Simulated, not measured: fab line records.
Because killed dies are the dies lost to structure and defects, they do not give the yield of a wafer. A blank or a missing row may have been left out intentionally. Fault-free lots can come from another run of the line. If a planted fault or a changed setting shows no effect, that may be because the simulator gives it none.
Which tool was responsible? | flow n5Finfet | Sampling: 9 lots, 27 wafers, 6 of 1938 route steps

== WHAT THE GAUGES SHOWED, per wafer ==
N5_SD_EPI_N_OVL_MEAS_10. Usual: SD_N_BLK_OVL gives 0.2 nm (standard deviation 0.68).
lot  | measured    | on         | SD_N_BLK_OVL (nm) | flag
L861 | day 3 18:43 | overlay-02 | -0.1 0.0 0.3      | 
L863 | day 4 05:47 | overlay-01 | 0.8 0.3 0.1       | 
L865 | day 4 18:50 | overlay-02 | 0.0 0.4 0.6       | 
L868 | day 5 12:09 | overlay-01 | 0.2 0.8 0.7       | 
L869 | day 5 22:13 | overlay-01 | -0.4 0.5 0.5      | 
L870 | day 6 01:40 | overlay-02 | 1.2 1.4 0.5       | 
L871 | day 6 06:54 | overlay-02 | 1.6 1.4 0.1       | 
L873 | day 6 17:41 | overlay-01 | 1.2 1.2 1.3       | 
L878 | day 8 00:44 | overlay-01 | -0.1 -0.4 -0.7    | 

N5_BEOL_M4_RC_MEAS_101. Usual: DIBL_N 36.1 mV/V, standard deviation 1.6; DIBL_P 35.8 mV/V, standard deviation 2.1; IOFF_N 0.16 nA/um, standard deviation 0.031; IOFF_P 0.21 nA/um, standard deviation 0.034; ION_N 673 uA/um, standard deviation 12; ION_P 461 uA/um, standard deviation 7.2; SS_N 71.4 mV/dec, standard deviation 0.59; SS_P 73.3 mV/dec, standard deviation 0.63; VT_N 250 mV, standard deviation 3.1; VT_P -250 mV, standard deviation 3.3.
lot  | measured     | on        | DIBL_N (mV/V)  | DIBL_P (mV/V)  | IOFF_N (nA/um) | IOFF_P (nA/um) | ION_N (uA/um) | ION_P (uA/um) | SS_N (mV/dec)  | SS_P (mV/dec)  | VT_N (mV)   | VT_P (mV)      | flag
L861 | day 8 12:54  | prober-02 | 34.4 36.0 36.2 | 35.0 36.9 36.9 | 0.13 0.16 0.16 | 0.17 0.21 0.20 | 658 686 670   | 451 467 457   | 70.6 71.6 71.4 | 73.4 73.6 73.9 | 253 250 250 | -252 -251 -253 | 
L863 | day 9 10:52  | prober-01 | 39.2 37.8 38.8 | 40.4 38.3 38.2 | 0.20 0.17 0.19 | 0.27 0.25 0.24 | 688 676 675   | 470 465 461   | 71.9 71.4 72.3 | 74.5 74.2 73.5 | 246 248 252 | -246 -245 -248 | 
L865 | day 9 23:06  | prober-01 | 37.1 35.8 37.0 | 35.6 34.7 35.9 | 0.18 0.14 0.17 | 0.23 0.21 0.24 | 691 671 683   | 465 461 471   | 72.0 71.1 72.0 | 73.1 73.3 73.2 | 247 250 247 | -249 -247 -245 | 
L870 | day 11 10:46 | prober-01 | 36.6 36.2 33.7 | 36.1 34.7 32.1 | 0.16 0.15 0.12 | 0.22 0.19 0.16 | 667 665 658   | 463 457 448   | 71.8 71.3 70.5 | 73.7 72.7 72.8 | 249 253 252 | -248 -249 -251 | 
L873 | day 11 19:40 | prober-01 | 35.4 33.9 32.9 | 35.8 34.5 33.4 | 0.15 0.13 0.11 | 0.21 0.18 0.17 | 672 656 646   | 465 454 457   | 71.2 70.8 70.6 | 73.1 72.5 72.7 | 249 254 253 | -250 -250 -252 | 
L878 | day 13 07:11 | prober-02 | 35.3 37.0 37.0 | 34.9 37.4 35.8 | 0.15 0.18 0.18 | 0.23 0.26 0.23 | 667 670 675   | 470 470 465   | 71.1 71.5 71.3 | 73.2 73.6 73.6 | 253 247 249 | -247 -247 -247 | 

== EACH LOT AND THE TOOL THAT RAN IT (in order: tool; ch and the chambers of the sampled wafers; start) ==
lot  | N5_DUMMY_GATE_STRIP_40           | N5_DUMMY_GATE_STRIP_48           | N5_SD_EPI_N_ETCH_35              | N5_SD_EPI_N_ETCHBACK_44
L861 | rieDiel-05 ch 1,3, day 3 16:24   | rieDiel-03 ch 1,3, day 3 17:10   | rieDiel-04 ch 1,3, day 3 19:12   | rieDiel-04 ch 1,3, day 3 19:31
L863 | rieDiel-06 ch 1,2,3, day 4 04:03 | rieDiel-05 ch 0,1,2, day 4 04:42 | rieDiel-01 ch 0,2,3, day 4 06:10 | rieDiel-01 ch 0,2,3, day 4 06:30
L865 | rieDiel-06 ch 1,2,3, day 4 16:35 | rieDiel-03 ch 1,2,3, day 4 17:13 | rieDiel-01 ch 0,2,3, day 4 18:59 | rieDiel-01 ch 0,2,3, day 4 19:18
L868 | rieDiel-03 ch 1,2,3, day 5 09:41 | rieDiel-03 ch 1,2, day 5 10:20   | rieDiel-01 ch 0,1,2, day 5 12:18 | rieDiel-01 ch 0,1,2, day 5 12:37
L869 | rieDiel-03 ch 0,3, day 5 20:29   | rieDiel-06 ch 0,2,3, day 5 21:07 | rieDiel-01 ch 0,1,2, day 5 22:22 | rieDiel-01 ch 0,1,2, day 5 22:42
L870 | rieDiel-06 ch 0,2,3, day 5 23:49 | rieDiel-06 ch 0,1, day 6 00:27   | rieDiel-02 ch 1,3, day 6 01:49   | rieDiel-02 ch 1,3, day 6 02:08
L871 | rieDiel-03 ch 1,2,3, day 6 05:02 | rieDiel-03 ch 0,1,2, day 6 05:41 | rieDiel-01 ch 0,1,2, day 6 07:10 | rieDiel-01 ch 0,1,2, day 6 07:29
L873 | rieDiel-06 ch 0,1, day 6 15:56   | rieDiel-06 ch 0,1,2, day 6 16:35 | rieDiel-04 ch 0,1,3, day 6 18:06 | rieDiel-04 ch 0,1,3, day 6 18:25
L878 | rieDiel-05 ch 0,2,3, day 7 22:52 | rieDiel-06 ch 2,3, day 7 23:31   | rieDiel-04 ch 2,3, day 8 00:53   | rieDiel-04 ch 2,3, day 8 01:13
- N5_DUMMY_GATE_STRIP_40: strips in CF4.
- N5_DUMMY_GATE_STRIP_48: strips in N2/H2, time 20 s.
- N5_SD_EPI_N_ETCH_35: etches SOC in N2/H2, overetch 108 nm, time 486 s.
- N5_SD_EPI_N_ETCHBACK_44: etches SiNx in CH3F/O2, stops on SiO2, target depth 14.5 nm.

== AS READ BY THE TOOLS THEMSELVES (means over the sampled wafers that have a number; for cases with no such wafer, the mark the record gives instead) ==
N5_DUMMY_GATE_STRIP_40. Usual: drypumpMotorCurrentA 5.8 A, standard deviation 0.48; oesProductAu 0.77 a.u., standard deviation 0.06; rfVppV 271.2 V, standard deviation 1.6; showerheadPlenumPTorr 1.79 Torr, standard deviation 0.064; throttleValvePct 13.73 %, standard deviation 0.23.
lot  | tool       | drypumpMotorCurrentA (A) | oesProductAu (a.u.) | rfVppV (V) | showerheadPlenumPTorr (Torr) | throttleValvePct (%) | flag
L861 | rieDiel-05 | 5.3                      | 0.76                | 269.9      | 1.72                         | 13.56                | 
L863 | rieDiel-06 | 5.9                      | 0.80                | 271.3      | 1.77                         | 13.69                | 
L865 | rieDiel-06 | 5.9                      | 0.80                | 272.1      | 1.77                         | 13.69                | 
L868 | rieDiel-03 | 6.0                      | 0.74                | 270.6      | 1.82                         | 13.77                | 
L869 | rieDiel-03 | 5.8                      | 0.76                | 271.9      | 1.80                         | 13.68                | 
L870 | rieDiel-06 | 5.7                      | 0.76                | 269.8      | 1.77                         | 13.83                | 
L871 | rieDiel-03 | 6.0                      | 0.73                | 272.0      | 1.82                         | 13.76                | 
L873 | rieDiel-06 | 6.0                      | 0.72                | 272.1      | 1.85                         | 14.04                | 
L878 | rieDiel-05 | 5.6                      | 0.79                | 271.3      | 1.78                         | 13.62                | 

N5_DUMMY_GATE_STRIP_48. Usual: drypumpMotorCurrentA 5.9 A, standard deviation 0.48; oesProductAu 0.78 a.u., standard deviation 0.068; rfVppV 45.3 V, standard deviation 0.86; showerheadPlenumPTorr 3.39 Torr, standard deviation 0.12; throttleValvePct 12.36 %, standard deviation 0.23.
lot  | tool       | drypumpMotorCurrentA (A) | oesProductAu (a.u.) | rfVppV (V) | showerheadPlenumPTorr (Torr) | throttleValvePct (%) | flag
L861 | rieDiel-03 | 5.8                      | 0.75                | 45.2       | 3.37                         | 12.22                | 
L863 | rieDiel-05 | 5.7                      | 0.89                | 44.8       | 3.38                         | 12.06                | 
L865 | rieDiel-03 | 5.9                      | 0.74                | 45.9       | 3.41                         | 12.30                | 
L868 | rieDiel-03 | 6.1                      | 0.73                | 45.4       | 3.45                         | 12.39                | 
L869 | rieDiel-06 | 5.7                      | 0.77                | 44.9       | 3.33                         | 12.42                | 
L870 | rieDiel-06 | 6.0                      | 0.74                | 46.4       | 3.50                         | 12.68                | 
L871 | rieDiel-03 | 6.0                      | 0.76                | 45.3       | 3.42                         | 12.31                | 
L873 | rieDiel-06 | 5.9                      | 0.75                | 46.1       | 3.40                         | 12.61                | 
L878 | rieDiel-06 | 5.6                      | 0.76                | 45.3       | 3.23                         | 12.36                | 

N5_SD_EPI_N_ETCH_35. Usual: biasW 133.0 W, standard deviation 0.41; drypumpMotorCurrentA 5.9 A, standard deviation 0.43; oesProductAu 0.70 a.u., standard deviation 0.053; rfVppV 240.8 V, standard deviation 1.2; showerheadPlenumPTorr 2.55 Torr, standard deviation 0.061; throttleValvePct 23.83 %, standard deviation 0.25.
lot  | tool       | biasW (W) | drypumpMotorCurrentA (A) | oesProductAu (a.u.) | rfVppV (V) | showerheadPlenumPTorr (Torr) | throttleValvePct (%) | flag
L861 | rieDiel-04 | 132.9     | 5.6                      | 0.68                | 242.0      | 2.60                         | 23.74                | 
L863 | rieDiel-01 | 132.9     | 6.1                      | 0.69                | 240.5      | 2.51                         | 23.89                | 
L865 | rieDiel-01 | 132.7     | 6.1                      | 0.69                | 240.6      | 2.51                         | 23.90                | 
L868 | rieDiel-01 | 133.0     | 5.9                      | 0.71                | 240.7      | 2.50                         | 24.04                | 
L869 | rieDiel-01 | 133.3     | 5.9                      | 0.71                | 240.2      | 2.50                         | 24.05                | 
L870 | rieDiel-02 | 132.7     | 5.6                      | 0.68                | 240.9      | 2.52                         | 23.52                | 
L871 | rieDiel-01 | 133.1     | 5.9                      | 0.70                | 240.1      | 2.50                         | 24.04                | 
L873 | rieDiel-04 | 133.2     | 5.5                      | 0.67                | 240.0      | 2.57                         | 23.80                | 
L878 | rieDiel-04 | 133.0     | 5.7                      | 0.65                | 241.3      | 2.58                         | 23.61                | 

N5_SD_EPI_N_ETCHBACK_44. Usual: biasW 72.98 W, standard deviation 0.21; drypumpMotorCurrentA 5.9 A, standard deviation 0.43; oesProductAu 0.67 a.u., standard deviation 0.051; rfVppV 297 V, standard deviation 4.7; showerheadPlenumPTorr 2.01 Torr, standard deviation 0.058; throttleValvePct 16.41 %, standard deviation 0.22.
lot  | tool       | biasW (W) | drypumpMotorCurrentA (A) | oesProductAu (a.u.) | rfVppV (V) | showerheadPlenumPTorr (Torr) | throttleValvePct (%) | flag
L861 | rieDiel-04 | 73.13     | 5.6                      | 0.65                | 301        | 2.06                         | 16.64                | 
L863 | rieDiel-01 | 73.11     | 6.1                      | 0.66                | 297        | 1.97                         | 16.36                | 
L865 | rieDiel-01 | 72.90     | 6.1                      | 0.66                | 296        | 1.97                         | 16.37                | 
L868 | rieDiel-01 | 73.20     | 5.9                      | 0.44                | 297        | 1.96                         | 16.25                | OFF
L869 | rieDiel-01 | 72.84     | 5.9                      | 0.44                | 296        | 1.96                         | 16.26                | OFF
L870 | rieDiel-02 | 73.03     | 5.6                      | 0.65                | 294        | 2.01                         | 16.45                | 
L871 | rieDiel-01 | 72.90     | 5.9                      | 0.43                | 297        | 1.95                         | 16.26                | OFF
L873 | rieDiel-04 | 73.13     | 5.5                      | 0.64                | 296        | 2.03                         | 16.55                | 
L878 | rieDiel-04 | 73.14     | 5.7                      | 0.62                | 301        | 2.05                         | 16.57                | 

== THE ANSWER, worked out from the rows above alone ==
Rule: take the mean of a lot's wafers that have a number; if it is more than 3 standard deviations from the usual mean, the lot is off. A lot without any number at a reading at which 4 lots or more have one is off too. All remaining lots with rows at the step are treated as sound. The gauges are gone through in route order, then the tools' own readings, and for those a lot's mean is taken as printed above. The first step at which some lot is off is used, and at that step the reading that is off furthest; a lot without a number counts as furthest.
Off: L868, L869, L871 (N5_SD_EPI_N_ETCHBACK_44, oesProductAu).
A tool fits if, at that step or a process step before it, it ran every lot that is off, and no sound lot after the first of them. 2 tools fit, rieDiel-03 at N5_DUMMY_GATE_STRIP_40 and rieDiel-01 at N5_SD_EPI_N_ETCH_35 and N5_SD_EPI_N_ETCHBACK_44, so this cannot tell which one it is.

== WHAT THE SIMULATOR PUT IN ==
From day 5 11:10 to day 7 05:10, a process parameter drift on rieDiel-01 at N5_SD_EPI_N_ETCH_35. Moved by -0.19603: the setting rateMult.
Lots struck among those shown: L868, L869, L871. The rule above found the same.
